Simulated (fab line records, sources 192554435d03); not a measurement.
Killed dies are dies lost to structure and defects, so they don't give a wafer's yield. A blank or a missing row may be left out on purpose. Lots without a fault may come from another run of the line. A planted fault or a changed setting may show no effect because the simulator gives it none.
Split-lot experiment | flow n5_finfet | 7 lots, 21 wafers read, on a route of 1938 steps

THE SPLIT
At N5_BEOL_M7_TRENCH_ETCH_37 (etches SiCOH lowk in C4F6/O2, target depth 93.478 nm, time 31.2 s), the setting source_w was moved away from the recipe's 345 W on 6 of the 21 wafers read, by -17.6% to +12.1%. The other wafers ran this setting at the recipe's value.

FROM THE SPLIT TO THE READING: what the file shows between them, 2 steps
- N5_BEOL_M7_ETCH_41: etches SiCN in CH3F/O2, target depth 31.9 nm, time 57.8 s (also split here: source_w)
- N5_BEOL_M7_STRIP_80: strips in N2/H2, time 10 s

THE READING
trench_depth_nm, in nm, at N5_BEOL_M7_OCD_MEAS_38. Fault-free wafers of this fab line usually give 93.4 nm, standard deviation 1.5 nm.

wafer  | tool, chamber at the split | source_w as run, W | against the recipe | trench_depth_nm, nm | against lot-mates on the recipe
L075.2 | rie_diel-03, 3             | 345                | recipe             | 92.0                | -
L075.5 | rie_diel-03, 3             | 345                | recipe             | 91.7                | -
L075.6 | rie_diel-03, 0             | 284.2              | -17.6%             | 85.6                | -6.2
L076.2 | rie_diel-02, 0             | 345                | recipe             | 93.2                | -
L076.4 | rie_diel-02, 2             | 345                | recipe             | 93.3                | -
L076.6 | rie_diel-02, 2             | 345                | recipe             | 94.3                | -
L084.3 | rie_diel-03, 1             | 345                | recipe             | 94.8                | -
L084.4 | rie_diel-03, 3             | 328.6              | -4.8%              | 90.9                | -3.9
L084.5 | rie_diel-03, 1             | 328.6              | -4.8%              | 93.2                | -1.6
L088.3 | rie_diel-05, 0             | 345                | recipe             | 96.3                | -
L088.4 | rie_diel-05, 3             | 386.8              | +12.1%             | 97.4                | +1.1
L088.5 | rie_diel-05, 0             | 386.8              | +12.1%             | 99.8                | +3.5
L091.3 | rie_diel-02, 2             | 345                | recipe             | 93.0                | -
L091.5 | rie_diel-02, 2             | 345                | recipe             | 93.4                | -
L091.6 | rie_diel-02, 1             | 345                | recipe             | 94.4                | -
L093.2 | rie_diel-03, 2             | 345                | recipe             | 93.0                | -
L093.3 | rie_diel-03, 1             | 365.3              | +5.9%              | 94.8                | +1.7
L093.4 | rie_diel-03, 0             | 345                | recipe             | 93.2                | -
L095.2 | rie_diel-03, 3             | 345                | recipe             | 91.4                | -
L095.3 | rie_diel-03, 1             | 345                | recipe             | 93.1                | -
L095.5 | rie_diel-03, 1             | 345                | recipe             | 93.2                | -

THE FIT
A straight line over all 21 wafers: trench_depth_nm changes by +0.416 nm for each +1% of source_w; r = +0.90; the points scatter about the line by 1.2 nm.
The same after taking each lot's own level away (the mean of its wafers on the recipe; 21 wafers): +0.297 nm for each +1%; r = +0.89; scatter 0.9 nm.
On that fit, the largest move of source_w shifts the reading by 5.2 nm.
The lots' own levels span 91.85 to 96.30 nm, that is 3.0 times the standard deviation above.
So the lot-to-lot level changes the slope: the two fits differ.
Check: with one of the wafers moved furthest among these (-17.6%) left out of the fit, the line predicts -4.78 nm for it against its lot-mates. It came out at -6.25 nm against them.
Tool readings at the split's step, against how far the setting was moved: rf_vpp_V r = -0.92.

OTHER SPLITS ON THESE WAFERS
These wafers also went through other splits before the reading. Each is held against what the fit with the lots' levels taken away leaves over:
other split on the same wafers   | wafers away from the commonest value | r with trench_depth_nm (lot level and that fit taken away)
N5_BEOL_M5_COAT_05 spin_rpm      | 2                                    | -0.04
N5_BEOL_M5_ETCH_72 source_w      | 10                                   | -0.11
N5_BEOL_M5_SPUTTER_48 time_s     | 10                                   | -0.34
N5_BEOL_M6_TRENCH_ETCH_37 time_s | 5                                    | +0.08
N5_BEOL_M7_ETCH_41 source_w      | 8                                    | -0.18

THE WHOLE CHAIN: every reading that the file lists as answering this split, in the file's order
step                      | what it does                                                      | reading                                                                   | change (the file's fit)               | r (the file's)
N5_BEOL_M7_TRENCH_ETCH_37 | etches SiCOH lowk in C4F6/O2, target depth 93.478 nm, time 31.2 s | rf_vpp_V                                                                  | -3.49 V for each +1% of the setting   | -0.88
N5_BEOL_M7_TRENCH_ETCH_37 | etches SiCOH lowk in C4F6/O2, target depth 93.478 nm, time 31.2 s | etch.depth_nm (the simulator's own value, which no gauge read)            | +0.313 nm for each +1% of the setting | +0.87
N5_BEOL_M7_TRENCH_ETCH_37 | etches SiCOH lowk in C4F6/O2, target depth 93.478 nm, time 31.2 s | BEOL_M7.feature_depth_nm (the simulator's own value, which no gauge read) | +0.312 nm for each +1% of the setting | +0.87
N5_BEOL_M7_OCD_MEAS_38    |                                                                   | trench_depth_nm                                                           | +0.31 nm for each +1% of the setting  | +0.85

THE FILE'S OWN FIT
trench_depth_nm changes by +0.31 nm for each +1% of source_w, r = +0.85.
